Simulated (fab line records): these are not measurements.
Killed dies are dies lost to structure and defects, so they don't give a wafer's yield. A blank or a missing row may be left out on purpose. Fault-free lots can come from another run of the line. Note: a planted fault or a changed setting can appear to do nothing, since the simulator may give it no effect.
Struck lot and sound lot, side by side    flow n5-finfet    16 steps out of a route of 1938
Sound: these wafers, L692.1, L692.4, L692.5. Struck: wafer L702.4 (left out: L702.6, a lot-mate that was not struck); the cause follows at the end.
Order at every step that has rows: each side's tool, ch and its chambers, its first start. Under that, the readings that differ: sound wafers    struck wafers    difference of the means    sigmas: that difference in standard deviations of wafers without a fault.
alike: same words and numbers on both sides, and readings whose means sit less than 2 such deviations apart. not compared: any withheld reading, any reading some wafer has no value for, any bound like >300 that may hide the same value, and any number with overlapping values for which the record gives no deviation.
The two part at a step that has a row with sigmas, a row that says differs or no value, or rows on one side only. Numbers that have no deviation but don't overlap get no sigmas and don't part them. A reading missing from all wafers of one side parts the sides only when that side holds two or more wafers.

N5_GATE_CUT_STRIP_42: strips in O2.
  sound on rie-diel-02 ch 0,1,3, day 5 21:40; struck on rie-diel-04 ch 0, day 8 06:04
  alike: drypump-motor-current-A, oes-product-au, rf-vpp-V, showerhead-plenum-p-Torr, throttle-valve-pct
  not compared: rf-hours-counter-h
then, 4 steps without rows for these wafers: N5_GATE_CUT_ETCH_19 (etches SiNx in CH3F/O2, target depth 53.7 nm, time 76.7 s); N5_GATE_CUT_CUT_ETCH_53 (etches W in SF6/Cl2, target depth 79.2 nm); N5_GATE_CUT_CUT_ETCH_54 (etches TiN in Cl2/BCl3, target depth 96.7 nm); N5_GATE_CUT_CUT_ETCH_55 (etches HfO2 in BCl3, target depth 3.2 nm).
N5_GATE_CUT_ETCH_47: etches SiO2 in Cl2/BCl3, target depth 10 nm.
  sound on rie-metal-03 ch 0,1, day 5 21:58; struck on rie-metal-02 ch 1, day 8 06:23
  alike: drypump-motor-current-A, oes_ar_750_au, oes-product-au, throttle-valve-pct
  not compared: rf-hours-counter-h
N5_GATE_CUT_VAPOR_ETCH_48: etches TiN in BCl3/Cl2.
  sound on rie-metal-03 ch 0,1, day 5 21:59; struck on rie-metal-02 ch 1, day 8 06:25
  alike: drypump-motor-current-A, oes-product-au
N5_GATE_CUT_VAPOR_ETCH_49: etches TiAlC in BCl3/Cl2.
  sound on rie-metal-03 ch 0,1, day 5 22:01; struck on rie-metal-02 ch 1, day 8 06:26
  alike: drypump-motor-current-A, oes-product-au
then, 1 step without rows for these wafers: N5_GATE_CUT_VAPOR_ETCH_51 (etches HfO2 in BCl3/Cl2).
N5_GATE_CUT_STRIP_21: strips in N2/H2, time 30 s.
  sound on plasma-asher-01 ch 0,1, day 5 22:06; struck on plasma-asher-02 ch 1, day 8 06:42
  alike: drypump-motor-current-A, heater-power-w
  not compared: rf-hours-counter-h
then, 2 steps without rows for these wafers: N5_GATE_CUT_STRIP_29 (strips in post etch residue remover, time 60 s); N5_GATE_CUT_SRD_52 (time 30 s).
N5_GATE_CUT_ALD_22: deposits SiNx, target thk 16 nm, pulse time 1 s, ald cycles 320.
  sound on ald-sin-01 ch 0,1,3, day 5 22:36; struck on ald-sin-02 ch 0, day 8 07:34
reading                                    sound        struck  difference  sigmas
ald-cycles                                 320 320 320  200     -120        
model.SiNx_of_GATE_CUT_ALD_22.thk-nm (nm)  16 16 16     10      -6          
  alike: heater-power-w, precursor-pulse-height-rel
then, 1 step without rows for these wafers: N5_GATE_CUT_CMP_23 (polishes, stops on SiO2, t overpolish 23.4 s, target thk 16 nm).
-- here the record skips 3 days between the struck wafers' starts before and after, leaving off in module GATE_CUT and picking up in module BEOL_M4 (first step shown: number 1111 of the route) --
N5_BEOL_M4_RC_MEAS_101:
  sound on prober-02 ch 0, day 8 23:47; struck on prober-01 ch 0, day 11 18:32
  alike: DIBL_N, DIBL_P, IOFF_N, IOFF_P, ION_N, ION_P, SS_N, SS_P, VT_N, VT_P
-- record jumps: 5 days separate the struck wafers' starts on either side; left off in module BEOL_M4, taken up again in module PASSIVATION, whose first shown step is the route's number 1936 --
N5_PASSIVATION_PROBE_49:
  sound on prober-02 at day 13 19:19; struck on prober-01 at day 16 14:39
  alike: defect-limited-yield, killed_at_M0_to_M3, killed_at_M4_up, killed-at-contacts, killed-at-front-end, killed-at-other, killed-dies, killed-open, killed-short, sort_bin_4_leakage, sort_bin_5_function, sort_bin_6_memory, sort_bin_8_speed, sort-n-pass, sort-yield-pct

WHERE THEY PART
Nowhere in this record.

WHY: the cause the simulator had injected
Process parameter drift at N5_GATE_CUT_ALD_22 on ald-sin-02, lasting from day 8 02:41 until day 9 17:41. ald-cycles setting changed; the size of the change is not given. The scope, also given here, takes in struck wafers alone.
